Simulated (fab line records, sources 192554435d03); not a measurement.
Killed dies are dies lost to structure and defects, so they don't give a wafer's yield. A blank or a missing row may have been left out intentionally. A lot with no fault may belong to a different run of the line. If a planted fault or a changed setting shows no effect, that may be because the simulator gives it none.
Lot-split experiment | flow n5Finfet | 21 wafers read from 7 lots, route of 1938 steps

THE SPLIT ITSELF
At N5_BEOL_M6_COAT_22 (resist thk 30 nm), the setting spinRpm was moved away from the recipe's 1500 rpm on 5 of the 21 wafers read, by -7.6% to +3.2%. For the rest of the wafers, this setting stayed at what the recipe calls for.

FROM THE SPLIT TO THE READING: what the file shows between them, 4 steps
- N5_BEOL_M6_EBR_24
- N5_BEOL_M6_SOFTBAKE_23: time 60 s
- N5_BEOL_M6_EXPOSE_25: exposes mask V5, target cd 40 nm
- N5_BEOL_M6_PEB_26: peb time 60 s

THE READING
CAR-EUV_of_BEOL_M6_COAT_22.thkNm (the simulator's own value, which no gauge read), in nm, at N5_BEOL_M6_DEVELOP_27 (develop time 30 s). There is no usual value for it anywhere in the file. The 16 wafers here that ran the recipe average 29.5 nm, standard deviation 0.097 nm.

wafer  | tool, chamber at the split | spinRpm as run, rpm | against the recipe | CAR-EUV_of_BEOL_M6_COAT_22.thkNm, nm | against lot-mates on the recipe
L080.1 | lithoTrack-01, 0           | 1500                | recipe             | 29.4                                 | -
L080.3 | lithoTrack-01, 0           | 1548                | +3.2%              | 29.2                                 | -0.3
L080.5 | lithoTrack-01, 0           | 1500                | recipe             | 29.6                                 | -
L083.4 | lithoTrack-05, 0           | 1500                | recipe             | 29.6                                 | -
L083.5 | lithoTrack-05, 0           | 1500                | recipe             | 29.4                                 | -
L083.6 | lithoTrack-05, 0           | 1500                | recipe             | 29.4                                 | -
L086.4 | lithoTrack-05, 0           | 1500                | recipe             | 29.6                                 | -
L086.6 | lithoTrack-05, 0           | 1500                | recipe             | 29.6                                 | -
L086.5 | lithoTrack-05, 0           | 1500                | recipe             | 29.4                                 | -
L090.2 | lithoTrack-01, 0           | 1435                | -4.3%              | 30.2                                 | +0.6
L090.3 | lithoTrack-01, 0           | 1435                | -4.3%              | 30.4                                 | +0.8
L090.4 | lithoTrack-01, 0           | 1500                | recipe             | 29.6                                 | -
L093.1 | lithoTrack-01, 0           | 1500                | recipe             | 29.4                                 | -
L093.2 | lithoTrack-01, 0           | 1500                | recipe             | 29.6                                 | -
L093.5 | lithoTrack-01, 0           | 1500                | recipe             | 29.6                                 | -
L096.1 | lithoTrack-05, 0           | 1500                | recipe             | 29.6                                 | -
L096.2 | lithoTrack-05, 0           | 1500                | recipe             | 29.6                                 | -
L096.3 | lithoTrack-05, 0           | 1500                | recipe             | 29.6                                 | -
L097.3 | lithoTrack-03, 0           | 1386                | -7.6%              | 30.6                                 | +1.2
L097.4 | lithoTrack-03, 0           | 1386                | -7.6%              | 30.6                                 | +1.2
L097.5 | lithoTrack-03, 0           | 1500                | recipe             | 29.4                                 | -

FIT RESULTS
A straight line over all 21 wafers: CAR-EUV_of_BEOL_M6_COAT_22.thkNm changes by -0.145 nm for each +1% of spinRpm; r = -0.96; the points scatter about the line by 0.11 nm.
The same after taking each lot's own level away (the mean of its wafers on the recipe; 21 wafers): -0.153 nm for each +1%; r = -0.98; scatter 0.091 nm.
On that fit, the largest move of spinRpm shifts the reading by 1.2 nm.
Across the lots, their own levels run from 29.40 to 29.60 nm, a range of 2.1 times the standard deviation given above.
The two slopes are in agreement: the lot-to-lot level therefore moves the slope only a little.
Check: +1.16 nm against its lot-mates is what the line predicts for one of the wafers moved furthest among these (-7.6%) when that wafer is left out of the fit. Against them it came out at +1.2 nm.

ADDITIONAL SPLITS CARRIED BY THESE WAFERS
Before the reading, these wafers also passed through other splits. Each is held against what the fit with the lots' levels taken away leaves over:
other split on the same wafers  | wafers away from the commonest value | r with CAR-EUV_of_BEOL_M6_COAT_22.thkNm (lot level and that fit taken away)
N5_BEOL_M5_EXPOSE_08 doseMj     | 6                                    | -0.01
N5_BEOL_M5_TRENCH_ETCH_37 biasW | 7                                    | +0.19
N5_BEOL_M5_ETCH_41 sourceW      | 11                                   | +0.32

THE WHOLE CHAIN: every reading that the file lists as answering this split, in the file's order
step                  | what it does      | reading                                                                           | change (the file's fit)               | r (the file's)
N5_BEOL_M6_COAT_22    | resist thk 30 nm  | CAR-EUV_of_BEOL_M6_COAT_22.thkNm (the simulator's own value, which no gauge read) | -0.16 nm for each +1% of the setting  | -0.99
N5_BEOL_M6_DEVELOP_27 | develop time 30 s | CAR-EUV_of_BEOL_M6_COAT_22.thkNm (the simulator's own value, which no gauge read) | -0.151 nm for each +1% of the setting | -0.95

THE FILE'S OWN FIT
CAR-EUV_of_BEOL_M6_COAT_22.thkNm changes by -0.151 nm for each +1% of spinRpm, r = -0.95.
